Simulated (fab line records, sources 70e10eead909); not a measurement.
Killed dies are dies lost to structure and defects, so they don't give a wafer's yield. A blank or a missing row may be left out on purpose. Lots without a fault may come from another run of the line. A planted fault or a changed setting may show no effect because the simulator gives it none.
fab line records | flow nand_harc | part 1 of 2: steps 1 to 4 of 6
record lots=19 wafers=57 last_day=24
route steps=1159 shown A_CHANNEL_HOLE_D1@472 A_STAIRCASE@557
lots that met no fault: from a run of the same line without faults
start_h: hours from the record's first day to the start of the lot's first wafer shown | wait_h: hours since the lot's step before | " the same as in the row above | L1.1+2: a row that stands for several wafers | - no value, or no start given | * or withheld: withheld | < > ~ a bound
route shown NAME@n: a module of which the file shows steps, and the number in the route of the first | usual: mean/standard deviation of fault-free wafers | same: alike in all rows | chamber/n: place in a boat | sites: the reading at each site | _std_site: their standard deviation | _edge_site: outer sites' mean less inner sites' | radius_mm: how far each site lies from the wafer's centre | mask NAME#n: copy n | behind: the tool/chamber that last shaped the wafer | hold: why the lot was held/for how many hours/how that ended | device: the transistor (n, p or np) that didn't switch | end of line: the same wafers' tests at the end of the route | a step without rows: its recipe alone | killed: dies lost to structure and defects at the first sort, not the wafer's yield | map: a wafer's dies, x killed, . not, _ none there
set.NAME: the setting as run; set.NAME@STEP: as run at that earlier step | model.NAME: the simulator's own value behind a step, which no gauge read
steps of the route over a sample of lots; a table a step, a row a wafer
services: from which hour (start_h, from the record's first day; less than 0 if before it) a tool's chamber was out of use, for how many hours, and why
## steps
# step NHARC_A_CHANNEL_HOLE_D1_ETCH_20
# recipe bias_v=3000 source_w=withheld pressure_mtorr=20 time_s=361.9 ar_flow_sccm=375 c4f8_flow_sccm=89.3 o2_flow_sccm=35.7 temp_c=-20 target_depth_a=16000 chemistry=C4F8/O2/Ar
# usual chamber_pressure_mTorr=20.002/0.019 drypump_motor_current_A=6.0/0.46 he_backside_leak_sccm=5.6/0.44 showerhead_plenum_p_Torr=3.76/0.073 temp_c=-19.98/0.11 throttle_valve_pct=32.155/0.0094
# columns lot.wafer tool chamber start_h wait_h chamber_pressure_mTorr drypump_motor_current_A he_backside_leak_sccm rf_hours_counter_h showerhead_plenum_p_Torr temp_c throttle_valve_pct
L074.2 har_etch-02 0 176.79 0.1 20.002 6.1 5.3 101 3.66 -19.95 32.138
L074.1 " 1 " " 20.014 6.5 5.2 101 3.81 -19.98 32.167
L074.3 " 0 " " 20.016 6.1 5.4 - 3.66 -19.93 32.158
L076.2 har_etch-02 1 184.00 0.1 19.981 6.5 5.4 105 3.81 -19.83 32.160
L076.1 " 0 " " 20.005 6.1 5.2 105 3.66 -20.18 32.147
L076.3 " 0 " " 20.035 6.1 5.2 - 3.66 -20.05 32.158
L075.2 har_etch-01 1 186.06 0.1 19.971 5.2 5.3 191 3.82 -19.74 32.132
L075.3 " 1 " " 20.009 5.2 5.2 - 3.82 -19.92 32.154
L075.5 " 0 " " 20.018 5.7 6.1 - 3.82 -20.04 32.148
L077.2 har_etch-02 0 188.21 0.1 19.963 6.1 5.3 109 3.66 -19.84 32.171
L077.3 " 1 " " 20.026 6.5 5.8 - 3.80 -20.18 32.168
L077.5 " 1 " " 20.014 6.5 5.3 - 3.80 -20.02 32.155
L079.2 har_etch-01 1 202.47 0.1 19.965 5.3 5.4 198 3.82 -19.84 32.138
L079.5 " 1 " " 20.018 5.3 5.4 - 3.82 -19.83 32.159
L079.6 " 0 " " 19.991 5.7 5.7 - 3.82 -19.95 32.158
L080.1 har_etch-02 0 203.09 0.1 20.009 6.1 5.5 114 3.65 -19.91 32.159
L080.2 " 1 " " 20.004 6.5 5.4 114 3.80 -19.90 32.165
L080.4 " 0 " " 19.984 6.1 5.3 - 3.65 -19.82 32.153
L078.2 har_etch-01 0 206.64 0.1 20.007 5.7 6.1 202 3.82 -19.84 32.154
L078.4 " 0 " " 19.993 5.7 5.6 - 3.82 -19.84 32.160
L078.5 " 0 " " 19.958 5.7 5.2 - 3.82 -19.91 32.149
L081.3 har_etch-01 0 211.31 0.2 19.997 5.7 5.4 - 3.82 -20.08 32.155
L081.6 " 0 " " 19.990 5.7 5.3 - 3.82 -20.09 32.163
L081.5 " 1 " " 20.013 5.3 5.8 - 3.82 -20.07 32.156
L082.1 har_etch-01 1 221.95 0.1 19.989 5.3 5.7 211 3.81 -19.97 32.143
L082.4 " 0 " " 19.994 5.7 6.4 - 3.81 -19.92 32.164
L082.5 " 1 " " 19.977 5.2 5.6 - 3.81 -20.10 32.171
L083.1 har_etch-02 0 229.06 0.1 20.004 6.1 5.4 122 3.65 -19.90 32.149
L083.5 " 0 " " 19.974 6.1 5.4 - 3.65 -19.91 32.163
L083.6 " 1 " " 20.016 6.5 5.7 - 3.80 -19.90 32.158
L084.4 har_etch-01 0 242.22 0.2 20.022 5.7 6.2 - 3.81 -19.97 32.165
L084.5 " 0 " " 19.988 5.7 6.4 - 3.81 -20.02 32.144
L084.6 " 1 " " 19.983 5.2 5.6 - 3.81 -20.03 32.147
L086.2 har_etch-01 0 250.20 0.1 20.020 5.7 5.4 222 3.81 -20.02 32.169
L086.1 " 1 " " 20.025 5.2 5.6 222 3.81 -19.91 32.155
L086.3 " 0 " " 19.994 5.7 5.8 - 3.81 -20.01 32.155
L087.3 har_etch-02 0 250.37 0.2 19.994 6.1 5.3 - 3.65 -19.95 32.152
L087.5 " 0 " " 20.024 6.1 5.2 - 3.65 -19.98 32.152
L087.6 " 1 " " 20.011 6.5 5.5 - 3.79 -20.12 32.143
L089.2 har_etch-02 1 268.98 0.1 19.984 6.5 5.4 139 3.79 -20.04 32.145
L089.3 " 1 " " 19.991 6.5 6.0 - 3.79 -20.13 32.144
L089.5 " 1 " " 19.996 6.5 5.6 - 3.79 -19.82 32.147
L088.3 har_etch-01 0 269.50 0.2 20.012 5.7 6.0 - 3.80 -20.17 32.153
L088.5 " 0 " " 19.999 5.7 6.1 - 3.80 -19.98 32.146
L088.6 " 1 " " 20.005 5.3 5.7 - 3.80 -19.74 32.155
L093.1 har_etch-02 1 279.25 0.1 20.009 6.5 5.6 143 3.79 -19.99 32.155
L093.3 " 1 " " 19.995 6.5 5.3 - 3.79 -19.92 32.138
L093.6 " 0 " " 19.984 6.1 5.6 - 3.64 -20.06 32.163
L092.2 har_etch-02 0 283.36 0.1 19.968 6.1 5.6 146 3.64 -20.01 32.175
L092.1 " 1 " " 19.999 6.6 5.6 146 3.78 -20.02 32.170
L092.4 " 0 " " 20.016 6.1 5.5 - 3.64 -20.02 32.165
L090.1 har_etch-01 1 283.54 0.1 20.011 5.2 5.5 238 3.80 -20.10 32.136
L090.4 " 0 " " 19.990 5.7 5.8 - 3.80 -20.03 32.156
L090.5 " 1 " " 20.007 5.2 5.7 - 3.80 -19.85 32.146
L096.1 har_etch-02 1 309.28 0.1 20.031 6.5 5.5 157 3.78 -19.96 32.141
L096.6 " 1 " " 19.998 6.5 5.4 - 3.78 -19.98 32.153
L096.5 " 0 " " 20.001 6.1 5.4 - 3.63 -19.99 32.169
# step NHARC_A_CHANNEL_HOLE_D1_ETCH_33
# recipe bias_v=400 source_w=2000 pressure_mtorr=25 time_s=90 ar_flow_sccm=375 c4f8_flow_sccm=41.7 o2_flow_sccm=83.3 temp_c=-20 target_depth_a=4000 chemistry=C4F8/O2/Ar
# usual chamber_pressure_mTorr=25.001/0.021 drypump_motor_current_A=6.0/0.47 he_backside_leak_sccm=5.7/0.31 showerhead_plenum_p_Torr=3.80/0.075 temp_c=-19.99/0.11 throttle_valve_pct=27.620/0.0083
# columns lot.wafer tool chamber start_h wait_h chamber_pressure_mTorr drypump_motor_current_A he_backside_leak_sccm rf_hours_counter_h showerhead_plenum_p_Torr temp_c throttle_valve_pct
L074.2 har_etch-02 0 180.63 0.2 25.030 6.1 5.4 105 3.70 -19.85 27.612
L074.1 " 1 " " 24.971 6.5 5.4 105 3.85 -19.97 27.611
L074.3 " 0 " " 24.970 6.1 5.4 - 3.70 -20.01 27.613
L076.2 har_etch-02 1 187.86 0.2 25.000 6.6 5.5 108 3.85 -19.93 27.629
L076.1 " 0 " " 25.004 6.1 5.2 108 3.70 -20.04 27.625
L076.3 " 0 " " 25.020 6.1 5.2 - 3.70 -19.90 27.616
L075.2 har_etch-01 1 189.93 0.2 25.014 5.2 5.5 195 3.87 -19.96 27.623
L075.3 " 1 " " 24.981 5.2 5.7 - 3.87 -19.86 27.624
L075.5 " 0 " " 24.982 5.6 6.0 - 3.87 -20.15 27.626
L077.2 har_etch-02 0 192.04 0.2 25.008 6.1 5.3 112 3.69 -19.96 27.630
L077.3 " 1 " " 24.981 6.5 5.1 - 3.85 -19.94 27.627
L077.5 " 1 " " 25.001 6.5 5.1 - 3.85 -20.10 27.620
L079.2 har_etch-01 1 206.34 0.2 25.018 5.2 5.5 202 3.86 -19.97 27.630
L079.5 " 1 " " 25.012 5.3 5.6 - 3.86 -20.00 27.615
L079.6 " 0 " " 25.038 5.7 6.5 - 3.86 -19.98 27.611
L080.1 har_etch-02 0 206.94 0.2 25.009 6.1 5.3 118 3.69 -20.05 27.618
L080.2 " 1 " " 24.976 6.5 5.4 118 3.84 -19.88 27.607
L080.4 " 0 " " 24.983 6.1 5.3 - 3.69 -20.07 27.622
L078.2 har_etch-01 0 210.50 0.2 25.026 5.6 5.9 206 3.86 -19.98 27.622
L078.4 " 0 " " 24.982 5.6 6.0 - 3.86 -20.12 27.625
L078.5 " 0 " " 24.964 5.5 5.8 - 3.86 -20.10 27.631
L081.3 har_etch-01 0 215.13 0.2 24.985 5.7 5.9 - 3.86 -19.96 27.601
L081.6 " 0 " " 24.976 5.7 6.2 - 3.86 -19.84 27.641
L081.5 " 1 " " 25.015 5.2 5.8 - 3.86 -19.74 27.619
L082.1 har_etch-01 1 225.81 0.2 24.995 5.2 5.4 215 3.85 -19.96 27.623
L082.4 " 0 " " 24.961 5.7 6.3 - 3.86 -20.01 27.626
L082.5 " 1 " " 25.010 5.3 5.4 - 3.85 -19.90 27.612
L083.1 har_etch-02 0 232.92 0.2 24.959 6.1 5.5 126 3.69 -20.08 27.619
L083.5 " 0 " " 25.019 6.1 5.4 - 3.69 -20.18 27.611
L083.6 " 1 " " 24.972 6.5 5.7 - 3.84 -19.97 27.616
L084.4 har_etch-01 0 246.05 0.2 24.999 5.7 6.4 - 3.85 -19.82 27.606
L084.5 " 0 " " 25.024 5.7 6.1 - 3.85 -19.91 27.614
L084.6 " 1 " " 25.026 5.2 5.5 - 3.85 -20.12 27.619
L086.2 har_etch-01 0 254.04 0.2 24.997 5.6 5.9 226 3.85 -19.85 27.637
L086.1 " 1 " " 25.028 5.2 5.6 226 3.85 -20.01 27.608
L086.3 " 0 " " 25.008 5.6 6.6 - 3.85 -19.89 27.630
L087.3 har_etch-02 0 254.21 0.2 24.984 6.1 5.4 - 3.68 -20.06 27.610
L087.5 " 0 " " 25.003 6.1 5.4 - 3.68 -19.97 27.634
L087.6 " 1 " " 24.982 6.5 5.8 - 3.83 -20.08 27.614
L089.2 har_etch-02 1 272.83 0.2 24.977 6.5 5.8 142 3.83 -20.20 27.620
L089.3 " 1 " " 24.949 6.5 5.8 - 3.83 -20.08 27.628
L089.5 " 1 " " 25.025 6.5 5.7 - 3.83 -20.07 27.624
L088.3 har_etch-01 0 273.33 0.2 25.006 5.7 5.2 - 3.84 -19.98 27.621
L088.5 " 0 " " 25.005 5.7 5.8 - 3.84 -20.17 27.635
L088.6 " 1 " " 25.016 5.2 5.6 - 3.84 -19.83 27.624
L093.1 har_etch-02 1 283.09 0.2 25.016 6.5 5.2 146 3.83 -20.03 27.620
L093.3 " 1 " " 24.982 6.5 5.2 - 3.83 -20.14 27.629
L093.6 " 0 " " 25.058 6.1 5.5 - 3.68 -20.06 27.621
L092.2 har_etch-02 0 287.24 0.2 25.021 6.1 5.4 150 3.67 -19.84 27.628
L092.1 " 1 " " 24.990 6.5 5.5 150 3.82 -19.78 27.627
L092.4 " 0 " " 24.994 6.1 5.5 - 3.67 -19.88 27.630
L090.1 har_etch-01 1 287.39 0.2 25.037 5.2 5.7 242 3.84 -20.23 27.621
L090.4 " 0 " " 24.991 5.7 5.6 - 3.84 -19.93 27.625
L090.5 " 1 " " 25.031 5.2 5.9 - 3.84 -20.13 27.616
L096.1 har_etch-02 1 313.14 0.2 25.012 6.5 5.8 161 3.82 -19.98 27.630
L096.6 " 1 " " 24.991 6.5 6.1 - 3.82 -19.99 27.614
L096.5 " 0 " " 25.006 6.1 5.4 - 3.67 -19.96 27.634
# step NHARC_A_STAIRCASE_TRIM_20
# recipe time_s=211.2 o2_flow_sccm=500 ar_flow_sccm=0 bias_w=0 chemistry=O2
# usual chamber_pressure_mTorr=60.00/0.05 drypump_motor_current_A=5.9/0.54 oes_product_au=1.000/0.013 rf_vpp_V=57.7/0.88 showerhead_plenum_p_Torr=3.51/0.1 throttle_valve_pct=17.036/0.0087
# columns lot.wafer tool chamber start_h wait_h chamber_pressure_mTorr drypump_motor_current_A oes_product_au rf_hours_counter_h rf_vpp_V showerhead_plenum_p_Torr throttle_valve_pct
L074.1 rie_diel-11 0 237.87 0.1 59.98 6.2 0.977 12 58.1 3.48 17.023
L074.3 " 2 " " 60.06 5.6 1.010 14 57.8 3.34 17.029
L074.2 " 3 " " 59.97 5.4 0.981 13 57.9 3.41 17.031
L075.3 rie_diel-07 0 244.20 0.1 60.06 5.3 1.010 3 57.8 3.62 17.029
L075.2 " 1 " " 60.06 6.7 1.015 3 57.8 3.52 17.028
L075.5 " 0 " " 60.03 5.3 1.000 - 57.6 3.62 17.044
L076.3 rie_diel-11 3 244.44 0.1 59.92 5.4 0.999 16 56.3 3.41 17.043
L076.1 " 0 " " 59.93 6.1 0.977 16 57.1 3.48 17.048
L076.2 " 2 " " 59.93 5.6 1.006 17 55.8 3.34 17.036
L077.2 rie_diel-11 1 249.53 0.1 60.05 6.4 0.996 18 57.7 3.63 17.035
L077.3 " 3 " " 59.93 5.3 0.994 17 57.2 3.41 17.031
L077.5 " 1 " " 60.02 6.4 0.999 - 58.5 3.63 17.033
L080.4 rie_diel-11 1 264.49 0.1 60.02 6.4 1.008 24 57.7 3.62 17.036
L080.1 " 2 " " 60.04 5.7 1.025 24 58.5 3.34 17.046
L080.2 " 0 " " 59.99 6.1 0.991 24 56.6 3.47 17.027
L078.4 rie_diel-07 0 264.66 0.1 59.98 5.3 1.001 10 56.2 3.62 17.030
L078.2 " 1 " " 60.06 6.7 1.008 10 58.2 3.51 17.034
L078.5 " 1 " " 60.00 6.6 1.011 - 58.9 3.51 17.034
L079.2 rie_diel-11 1 264.76 0.1 60.06 6.4 0.998 24 56.6 3.62 17.028
L079.5 " 0 " " 59.98 6.2 0.983 - 58.4 3.47 17.031
L079.6 " 1 " " 60.01 6.4 1.011 - 58.4 3.62 17.031
L081.3 rie_diel-03 1 269.13 0.1 59.99 4.9 0.992 21 57.2 3.63 17.034
L081.5 " 0 " " 59.91 5.6 1.016 - 59.5 3.67 17.024
L081.6 " 1 " " 59.94 4.9 0.989 - 57.5 3.63 17.046
L082.1 rie_diel-07 1 282.41 0.1 60.02 6.7 1.011 19 57.7 3.51 17.041
L082.4 " 2 " " 60.09 6.2 1.010 18 58.2 3.45 17.030
L082.5 " 0 " " 60.03 5.3 1.013 - 58.1 3.61 17.031
L083.1 rie_diel-07 1 287.46 0.1 59.99 6.7 1.018 22 56.9 3.51 17.019
L083.6 " 3 " " 60.00 5.1 1.001 - 57.4 3.55 17.028
L083.5 " 0 " " 60.04 5.4 1.022 - 58.1 3.61 17.052
L084.4 rie_diel-07 0 303.12 0.1 59.99 5.3 1.013 26 57.8 3.61 17.043
L084.6 " 2 " " 59.99 6.2 0.999 - 58.2 3.45 17.026
L084.5 " 3 " " 60.03 5.1 0.991 - 58.8 3.54 17.020
L086.2 rie_diel-07 2 313.03 0.1 59.98 6.2 1.007 29 58.3 3.45 17.036
L086.3 " 3 " " 60.07 5.1 0.979 29 58.7 3.54 17.041
L086.1 " 0 " " 59.97 5.3 1.014 30 58.2 3.61 17.034
L087.3 rie_diel-07 0 313.53 0.1 59.95 5.3 1.015 30 58.6 3.61 17.045
L087.6 " 3 " " 59.96 5.1 0.978 - 58.1 3.54 17.041
L087.5 " 0 " " 60.06 5.4 1.005 - 57.8 3.61 17.035
L089.2 rie_diel-11 3 332.16 0.1 60.04 5.4 0.986 50 58.0 3.40 17.031
L089.3 " 0 " " 59.98 6.2 0.990 50 57.2 3.46 17.022
L089.5 " 2 " " 60.09 5.6 1.028 - 57.4 3.33 17.046
L088.3 rie_diel-11 3 332.33 0.1 59.98 5.4 0.994 50 57.0 3.40 17.036
L088.5 " 2 " " 60.05 5.7 1.011 - 56.5 3.33 17.036
L088.6 " 3 " " 59.99 5.4 0.981 - 56.8 3.40 17.040
L093.3 rie_diel-03 0 339.58 0.1 60.06 5.6 1.012 40 57.0 3.66 17.034
L093.1 " 1 " " 60.02 4.9 0.996 41 60.4 3.62 17.030
L093.6 " 3 " " 59.99 6.8 1.008 - 57.9 3.48 17.043
L092.4 rie_diel-11 1 343.96 0.1 60.06 6.4 0.990 51 57.9 3.61 17.041
L092.1 " 2 " " 59.99 5.6 1.007 50 57.0 3.32 17.024
L092.2 " 3 " " 60.04 5.4 0.982 55 56.4 3.39 17.041
L090.1 rie_diel-07 2 344.27 0.1 60.10 6.2 1.001 39 60.0 3.44 17.042
L090.4 " 0 " " 59.95 5.3 1.013 40 58.1 3.60 17.052
L090.5 " 2 " " 60.04 6.2 1.001 - 57.1 3.44 17.031
L096.1 rie_diel-03 2 370.94 0.1 59.99 5.6 1.000 42 57.7 3.70 17.035
L096.6 " 1 " " 59.99 4.9 0.991 - 57.3 3.61 17.027
L096.5 " 2 " " 59.93 5.7 1.004 - 57.3 3.70 17.021
# step NHARC_A_STAIRCASE_ETCH_190
# recipe target_depth_a=1000 time_s=40.5 ion_energy_ev=400 c4f8_flow_sccm=20 o2_flow_sccm=10 ar_flow_sccm=withheld rf_w=600 bias_w=1000 chemistry=C4F8/O2
# usual chamber_pressure_mTorr=24.996/0.023 oes_product_au=0.944/0.014 rf_vpp_V=897/4
# columns lot.wafer tool chamber start_h wait_h chamber_pressure_mTorr oes_product_au rf_hours_counter_h rf_vpp_V
L074.1 rie_diel-03 3 - - 25.017 0.959 7 895
L074.3 " 0 " " 25.011 0.956 8 902
L074.2 " 1 " " 25.005 0.938 9 900
L075.3 rie_diel-07 0 - - 24.974 0.948 5 898
L075.2 " 1 " " 24.999 0.960 5 894
L075.5 " 2 " " 25.011 0.930 - 894
L076.3 rie_diel-03 0 - - 25.023 0.943 12 901
L076.2 " 2 " " 24.981 0.948 11 903
L076.1 " 3 " " 24.989 0.949 10 894
L077.3 rie_diel-03 1 - - 24.985 0.925 14 901
L077.2 " 2 " " 24.968 0.940 13 904
L077.5 " 3 " " 25.038 0.962 - 895
L080.1 rie_diel-03 3 - - 25.011 0.962 16 896
L080.4 " 0 " " 25.001 0.959 18 901
L080.2 " 1 " " 24.960 0.943 20 900
L079.2 rie_diel-11 3 - - 25.002 0.938 25 891
L079.6 " 0 " " 24.981 0.930 - 894
L079.5 " 1 " " 24.997 0.956 - 899
L078.2 rie_diel-11 1 - - 25.013 0.951 27 900
L078.4 " 2 " " 25.020 0.954 26 888
L078.5 " 0 " " 24.983 0.932 - 894
L081.3 rie_diel-03 3 - - 25.011 0.947 18 896
L081.5 " 1 " " 25.020 0.940 - 899
L081.6 " 2 " " 25.006 0.934 - 902
L082.4 rie_diel-07 1 - - 24.975 0.944 21 895
L082.1 " 0 " " 25.006 0.953 20 899
L082.5 " 1 " " 25.019 0.962 - 895
L083.1 rie_diel-03 0 - - 24.956 0.952 23 901
L083.6 " 3 " " 25.028 0.958 - 893
L083.5 " 1 " " 24.981 0.932 - 897
L084.4 rie_diel-07 0 - - 24.972 0.952 26 899
L084.5 " 1 " " 25.015 0.942 - 894
L084.6 " 2 " " 24.958 0.942 - 893
L086.1 rie_diel-11 3 - - 25.025 0.919 44 890
L086.2 " 0 " " 24.976 0.928 45 893
L086.3 " 1 " " 25.022 0.933 42 899
L087.3 rie_diel-07 3 - - 24.988 0.922 30 897
L087.5 " 0 " " 25.042 0.954 - 899
L087.6 " 1 " " 24.969 0.941 - 896
L089.3 rie_diel-11 1 - - 24.983 0.927 47 899
L089.2 " 2 " " 24.962 0.948 47 889
L089.5 " 3 " " 24.989 0.937 - 891
L088.3 rie_diel-03 1 - - 25.015 0.937 40 900
L088.6 " 1 " " 25.018 0.930 - 899
L088.5 " 2 " " 25.003 0.944 - 905
L093.1 rie_diel-03 3 - - 24.994 0.960 48 894
L093.3 " 1 " " 24.971 0.946 43 899
L093.6 " 3 " " 25.021 0.963 - 893
L092.4 rie_diel-11 3 - - 25.015 0.919 56 892
L092.2 " 0 " " 24.983 0.929 56 894
L092.1 " 1 " " 24.999 0.938 52 899
L090.1 rie_diel-11 2 - - 24.979 0.949 52 889
L090.4 " 3 " " 24.985 0.931 56 892
L090.5 " 2 " " 24.987 0.945 - 888
L096.1 rie_diel-03 2 - - 24.991 0.944 49 902
L096.5 " 0 " " 24.973 0.944 - 901
L096.6 " 1 " " 25.012 0.927 - 898
